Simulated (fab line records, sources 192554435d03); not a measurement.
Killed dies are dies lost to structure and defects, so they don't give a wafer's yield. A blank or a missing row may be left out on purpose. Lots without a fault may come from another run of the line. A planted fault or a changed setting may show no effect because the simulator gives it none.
Split-lot experiment | flow n5_finfet | 7 lots, 21 wafers read, on a route of 1938 steps

THE SPLIT
At N5_BEOL_M2_ETCH_74 (etches underlayer in N2/H2, target depth 6.5 nm, time 5.2 s), the setting source_w was moved away from the recipe's 840 W on 6 of the 21 wafers read, by -13.9% to +15.7%. The other wafers ran this setting at the recipe's value.

The reading is taken at the split's own step.

THE READING
rf_vpp_V, in V, at N5_BEOL_M2_ETCH_74 (etches underlayer in N2/H2, target depth 6.5 nm, time 5.2 s). Fault-free wafers of this fab line usually give 522.2 V, standard deviation 2.3 V.

wafer  | tool, chamber at the split | source_w as run, W | against the recipe | rf_vpp_V, V | against lot-mates on the recipe
L075.1 | rie_diel-03, 3             | 840                | recipe             | 523.3       | -
L075.3 | rie_diel-03, 2             | 840                | recipe             | 519.6       | -
L075.5 | rie_diel-03, 3             | 722.9              | -13.9%             | 547.3       | +25.8
L081.1 | rie_diel-04, 2             | 773                | -8.0%              | 537.4       | +17.5
L081.2 | rie_diel-04, 1             | 840                | recipe             | 519.9       | -
L081.5 | rie_diel-04, 1             | 773                | -8.0%              | 534.2       | +14.3
L085.1 | rie_diel-03, 3             | 840                | recipe             | 521.0       | -
L085.2 | rie_diel-03, 1             | 766.6              | -8.7%              | 538.0       | +17.0
L085.5 | rie_diel-03, 2             | 766.6              | -8.7%              | 538.5       | +17.5
L086.2 | rie_diel-02, 2             | 840                | recipe             | 521.5       | -
L086.3 | rie_diel-02, 1             | 840                | recipe             | 529.3       | -
L086.5 | rie_diel-02, 1             | 840                | recipe             | 529.2       | -
L090.1 | rie_diel-04, 0             | 840                | recipe             | 520.3       | -
L090.3 | rie_diel-04, 1             | 840                | recipe             | 521.6       | -
L090.5 | rie_diel-04, 3             | 840                | recipe             | 520.4       | -
L093.2 | rie_diel-04, 1             | 840                | recipe             | 521.5       | -
L093.4 | rie_diel-04, 1             | 840                | recipe             | 520.0       | -
L093.6 | rie_diel-04, 2             | 840                | recipe             | 522.2       | -
L096.1 | rie_diel-03, 1             | 840                | recipe             | 519.3       | -
L096.2 | rie_diel-03, 2             | 840                | recipe             | 521.8       | -
L096.3 | rie_diel-03, 0             | 971.7              | +15.7%             | 500.1       | -20.4

THE FIT
A straight line over all 21 wafers: rf_vpp_V changes by -1.64 V for each +1% of source_w; r = -0.96; the points scatter about the line by 2.9 V.
The same after taking each lot's own level away (the mean of its wafers on the recipe; 21 wafers): -1.68 V for each +1%; r = -0.97; scatter 2.4 V.
On that fit, the largest move of source_w shifts the reading by 26 V.
The lots' own levels span 519.90 to 526.67 V, that is 2.9 times the standard deviation above.
So the lot-to-lot level changes the slope little: the two slopes agree.
Check: with one of the wafers moved furthest among these (+15.7%) left out of the fit, the line predicts -30.1 V for it against its lot-mates. It came out at -20.4 V against them.
Tool readings at the split's step, against how far the setting was moved: rf_vpp_V r = -0.96.

OTHER SPLITS ON THESE WAFERS
These wafers also went through other splits before the reading. Each is held against what the fit with the lots' levels taken away leaves over:
other split on the same wafers       | wafers away from the commonest value | r with rf_vpp_V (lot level and that fit taken away)
N5_MOL_CONTACT_COAG_DESCUM_45 time_s | 7                                    | +0.14
N5_BEOL_M1_COAT_62 spin_rpm          | 4                                    | +0.29
N5_BEOL_M1_ETCH_74 bias_w            | 9                                    | +0.18

THE FILE'S OWN FIT
rf_vpp_V changes by -1.65 V for each +1% of source_w, r = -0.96.
